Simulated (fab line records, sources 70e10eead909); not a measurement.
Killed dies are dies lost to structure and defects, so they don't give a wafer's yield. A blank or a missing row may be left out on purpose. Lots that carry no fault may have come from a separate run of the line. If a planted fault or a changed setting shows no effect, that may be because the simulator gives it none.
Comparing a struck lot with a sound one || flow nand harc || 42 steps out of a route of 1302
Sound: the wafers L282.3, L282.5, L282.6. Struck: wafer L295.1. (L295.2, L295.4 of the same lot were not struck and are left out.) The cause comes at the end.
For every step that has rows: the tool of each side, followed by ch and its chambers, followed by its first start. Under that, the readings that differ: sound wafers || struck wafers || difference of the means || sigmas: that difference in standard deviations of wafers without a fault.
alike: readings whose means differ by less than 2 such deviations, and words and numbers that are the same on both sides. not compared: withheld readings, readings that some wafer has no value for, bounds like >300 that may hide the same value, and numbers for which the record gives no deviation and whose values overlap.
The two part at a step that has a row with sigmas, a row that says differs or no value, or rows on one side only. When numbers do not overlap yet have no deviation, they are printed without sigmas and do not part them. A reading missing from all wafers of one side parts the sides only when that side holds two or more wafers.

first, 2 steps without rows for these wafers: NHARC_A_CHANNEL_HOLE_D2_ETCH_21 (etches the open film in C4F8/O2/Ar, time 514.3 s, target depth 1600 nm); NHARC_A_CHANNEL_HOLE_D2_ETCH_22 (etches the open film in C4F8/O2/Ar, time 666.7 s, target depth 1600 nm).
NHARC_A_CHANNEL_HOLE_D2_ETCH_23: etches the open film in C4F8/O2/Ar, time 819 s, target depth 1600 nm.
  sound on har etch-01 ch 0,1, day 13 17:24; struck on har etch-01 ch 1, day 19 05:59
{"reading": "rf hours counter h (h)", "sound": "- - -", "struck": 239, "difference": "no value on the sound wafers", "sigmas": ""}
  alike: drypump motor current A, o2 flow sccm, showerhead plenum p Torr, throttle valve pct
then, 8 steps without rows for these wafers: NHARC_A_CHANNEL_HOLE_D2_ETCH_24 (etches the open film in C4F8/O2/Ar, time 906.2 s, target depth 1500 nm); NHARC_A_CHANNEL_HOLE_D2_ETCH_25 (etches the open film in C4F8/O2/Ar, time 1040.2 s, target depth 1500 nm); NHARC_A_CHANNEL_HOLE_D2_ETCH_26 (etches the open film in C4F8/O2/Ar, time 224.1 s, target depth 300 nm); NHARC_A_CHANNEL_HOLE_D2_ETCH_27 (etches the open film in C4F8/O2/Ar, time 90 s, target depth 400 nm); NHARC_A_CHANNEL_HOLE_D2_STRIP_41 (strips in N2/H2); NHARC_A_CHANNEL_HOLE_D2_STRIP_42 (strips in CF4/CHF3); NHARC_A_CHANNEL_HOLE_D2_STRIP_43 (strips in O2/COS); NHARC_A_CHANNEL_HOLE_D2_ETCH_44 (etches the open film in CF4/O2, target depth 140 nm, overetch 14 nm, time 77 s).
NHARC_A_CHANNEL_HOLE_D2_STRIP_28: strips in O2.
  sound: rie diel-03 ch 1,2,3; struck: rie diel-07 ch 2
  alike: drypump motor current A, o2 flow sccm, oes product au, rf vpp V, showerhead plenum p Torr, throttle valve pct
  not compared: rf hours counter h
NHARC_A_CHANNEL_HOLE_D2_PRECLEAN_29: cleans in SC1.
  sound on wet bench-07 ch 0,3,5, day 13 20:59; struck on wet bench-01 ch 0,1,7, day 19 09:56
next, for these wafers, 1 step has no rows: NHARC_A_CHANNEL_HOLE_D2_SRD_30.
NHARC_A_CHANNEL_HOLE_D2_CD_MEAS_31:
  struck on cd sem-03, day 19 10:03; sound on cd sem-03, day 13 21:08
  alike: cd nm
NHARC_A_CHANNEL_HOLE_D2_XSEM_32:
  sound on xsem-01 ch 0, day 13 21:13; struck on xsem-02 ch 0, day 19 10:09
  alike: bot cd nm, bow nm, tilt deg
NHARC_A_CHANNEL_HOLE_D2_INSPECT_40:
  struck on defect inspect-01, day 19 10:14; sound on defect inspect-02, day 13 21:19
{"reading": "raw defect count", "sound": "309 297 209", "struck": 499, "difference": "+227", "sigmas": "+3"}
then, 4 steps without rows for these wafers: NHARC_A_CHANNEL_FILL_D2_PRECLEAN_00 (cleans in SC1); NHARC_A_CHANNEL_FILL_D2_SRD_01; NHARC_A_CHANNEL_FILL_D2_ALD_02 (deposits SiO2, target thk 6 nm, pulse time 10 s, ald cycles 60); NHARC_A_CHANNEL_FILL_D2_ALD_03 (deposits SiNx, target thk 6 nm, pulse time 60 s, ald cycles 58).
NHARC_A_CHANNEL_FILL_D2_ALD_14: deposits SiO2, target thk 2.5 nm, pulse time 10 s, ald cycles 25.
  sound on ald hk-01 ch 2,3, day 14 02:10; struck on ald hk-01 ch 1, day 19 15:52
{"reading": "precursor pulse height rel", "sound": "1.051 0.984 0.999", "struck": 0.943, "difference": -0.068, "sigmas": -3}
  alike: heater power w
then, 4 steps without rows for these wafers: NHARC_A_CHANNEL_FILL_D2_ALD_15 (deposits SiNx, target thk 2 nm, pulse time 60 s, ald cycles 19); NHARC_A_CHANNEL_FILL_D2_ALD_16 (deposits SiO2, target thk 1.5 nm, pulse time 10 s, ald cycles 15); NHARC_A_CHANNEL_FILL_D2_ANNEAL_17 (time 1800 s); NHARC_A_CHANNEL_FILL_D2_CVD_18 (deposits poly-Si, target thk 3 nm).
NHARC_A_CHANNEL_FILL_D2_ETCHBACK_19: etches the open film in HBr/Cl2, target depth 5 nm, time 1.7 s.
  sound on rie si-04 ch 0,1, day 14 16:17; struck on rie si-06 ch 3, day 20 08:38
  alike: bias w, drypump motor current A, oes product au, throttle valve pct
  not compared: rf hours counter h
then, 6 steps without rows for these wafers: NHARC_A_CHANNEL_FILL_D2_ETCHBACK_20 (etches the open film in C4F8/O2/Ar, target depth 27 nm, time 13.5 s); NHARC_A_CHANNEL_FILL_D2_STRIP_28 (strips in O2, time 20 s); NHARC_A_CHANNEL_FILL_D2_PRECLEAN_21 (cleans in dHF, time 30 s); NHARC_A_CHANNEL_FILL_D2_SRD_23; NHARC_A_CHANNEL_FILL_D2_CVD_05 (deposits poly-Si, target thk 5 nm); NHARC_A_CHANNEL_FILL_D2_ANNEAL_22 (time 7200 s).
NHARC_A_CHANNEL_FILL_D2_THK_MEAS_06: measures by ellipsometry.
  struck on film metro-01, day 20 19:59; sound on film metro-01, day 15 05:31
  alike: thk nm
then, 7 steps without rows for these wafers: NHARC_A_CHANNEL_FILL_D2_ALD_25 (deposits SiOx, target thk 60 nm, pulse time 10 s, ald cycles 600); NHARC_A_CHANNEL_FILL_D2_ETCHBACK_08 (etches the open film in C4F8, target depth 220 nm, time 110 s); NHARC_A_CHANNEL_FILL_D2_STRIP_29 (strips in O2, time 20 s); NHARC_A_CHANNEL_FILL_D2_PRECLEAN_30 (cleans in dHF, time 30 s); NHARC_A_CHANNEL_FILL_D2_SRD_31; NHARC_A_CHANNEL_FILL_D2_CVD_09 (deposits poly-Si, target thk 150 nm, time 3000 s); NHARC_A_CHANNEL_FILL_D2_CMP_10 (polishes, target thk 150 nm).
-- jump in the record: it breaks off in module A_CHANNEL_FILL_D2 and resumes in module END (first step shown: number 1302 of the route), and 9 days separate the struck wafers' starts before and after --
NHARC_END_SORT_01:
  sound on prober-01 ch 0, day 25 02:07; struck on prober-02 ch 0, day 29 23:09
{"reading": "killed at array", "sound": "68 61 75", "struck": 133, "difference": "+65", "sigmas": "+3"}
{"reading": "killed dies", "sound": "74 66 77", "struck": 138, "difference": "+66", "sigmas": "+4"}
{"reading": "killed short", "sound": "4 4 1", "struck": 0, "difference": -3, "sigmas": -2}
  alike: killed at other, killed at periphery, killed open

## WHERE THEY PART
Last at NHARC_END_SORT_01 as far as this record goes, first at NHARC_A_CHANNEL_HOLE_D2_ETCH_23.

WHY: whatever the simulator had introduced
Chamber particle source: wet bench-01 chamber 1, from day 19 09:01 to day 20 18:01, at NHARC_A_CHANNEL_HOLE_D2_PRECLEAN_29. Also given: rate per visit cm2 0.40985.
